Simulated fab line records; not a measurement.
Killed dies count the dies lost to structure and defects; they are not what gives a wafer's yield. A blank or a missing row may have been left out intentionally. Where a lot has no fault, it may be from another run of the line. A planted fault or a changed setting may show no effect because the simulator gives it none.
The same fault as seen by 3 desks | flow n5-finfet | every desk sees just its own numbers, and what lay behind them comes last

== FOR THE TOOL OWNER'S DESK: litho-track-03 ==
The tool's own readings at N5_BEOL_M11_COAT_64 (time 60 s, resist thk 30 nm): means of the sampled wafers that have a number, for each lot that ran on this tool. If a lot's mean is further than 4 standard deviations from the usual mean, the lot is out of limits and carries the mark OUT (the distance appears in the brackets).
Columns: A = plate-temp-C at N5_BEOL_M11_COAT_64, usual 220.02 C; B = spin-speed-rpm at N5_BEOL_M11_COAT_64, usual 1499.9 rpm
lot  | first seen here | A      | B
L131 | day 9 22:02     | 219.92 | 1500.0
L140 | day 12 04:22    | 220.02 | 1500.0
L143 | day 12 22:57    | 219.83 | 1466.3 (-34) OUT
L147 | day 14 12:10    | 219.81 | 1465.3 (-35) OUT
Finding of this desk: L143, L147 out of limits; the first was L143 at day 12 22:57, on spin-speed-rpm at N5_BEOL_M11_COAT_64. Within limits: L131, L140.

== THE DEFECT DESK ==
Inspection counts along the route, by lot: the mean over sampled wafers that carry a number. If a lot's mean is further than 4 standard deviations from the usual mean, the lot is out of limits and carries the mark OUT (the distance appears in the brackets).
Columns: A = raw-defect-count at N5_BEOL_M11_INSPECT_30, usual 393
lot  | first seen here | A
L131 | day 9 22:20     | 576
L132 | day 10 17:52    | 437
L135 | day 11 06:10    | 291
L138 | day 11 19:05    | 438
L139 | day 12 00:58    | 450
L140 | day 12 04:47    | 270
L142 | day 12 20:04    | 427
L143 | day 12 23:15    | 333
L148 | day 14 12:27    | 338
L147 | day 14 12:37    | 321
L150 | day 15 03:00    | 394
L152 | day 15 16:23    | 397
This desk's verdict: no lot among the 12 shows anything out of limits.

== AT THE METROLOGY DESK ==
Means of the sampled wafers that have a number, per lot and without regard to the tool the lot ran on: this is what the gauges read. If a lot's mean is further than 4 standard deviations from the usual mean, the lot is out of limits and carries the mark OUT (the distance appears in the brackets).
Columns: A = cd-nm at N5_BEOL_M11_CD_MEAS_28, usual 70.3 nm
lot  | first seen here | A
L131 | day 9 22:17     | 70.6
L132 | day 10 17:49    | 70.3
L135 | day 11 06:07    | 70.2
L138 | day 11 19:02    | 68.6
L139 | day 12 00:55    | 70.3
L140 | day 12 04:44    | 71.3
L142 | day 12 20:01    | 72.0
L143 | day 12 23:11    | 71.0
L148 | day 14 12:24    | 70.0
L147 | day 14 12:34    | 69.1
L150 | day 15 02:56    | 69.1
L152 | day 15 16:20    | 71.4
This desk's verdict: no lot among the 12 shows anything out of limits.

== ALL TOGETHER ==
At day 12 22:57, on L143, L147, the tool owner's desk was in a position to raise an alarm.
Nothing the defect desk looked at was out of limits.
Nothing out of limits was seen by the metrology desk.
The defect desk has L143, L147 on record, within its limits.
The metrology desk holds a record of L143, L147, inside its limits.
N5_BEOL_M11_COAT_64 was run on litho-track-03 by each of the lots named.

== WHAT THE SIMULATOR HAD PUT IN ==
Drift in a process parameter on litho-track-03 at N5_BEOL_M11_COAT_64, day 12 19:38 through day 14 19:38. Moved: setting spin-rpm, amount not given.
Struck lots among those shown: L143, L147.
Delay in hours, fault start to first out-of-limits reading, by desk: the tool owner's desk at 3.
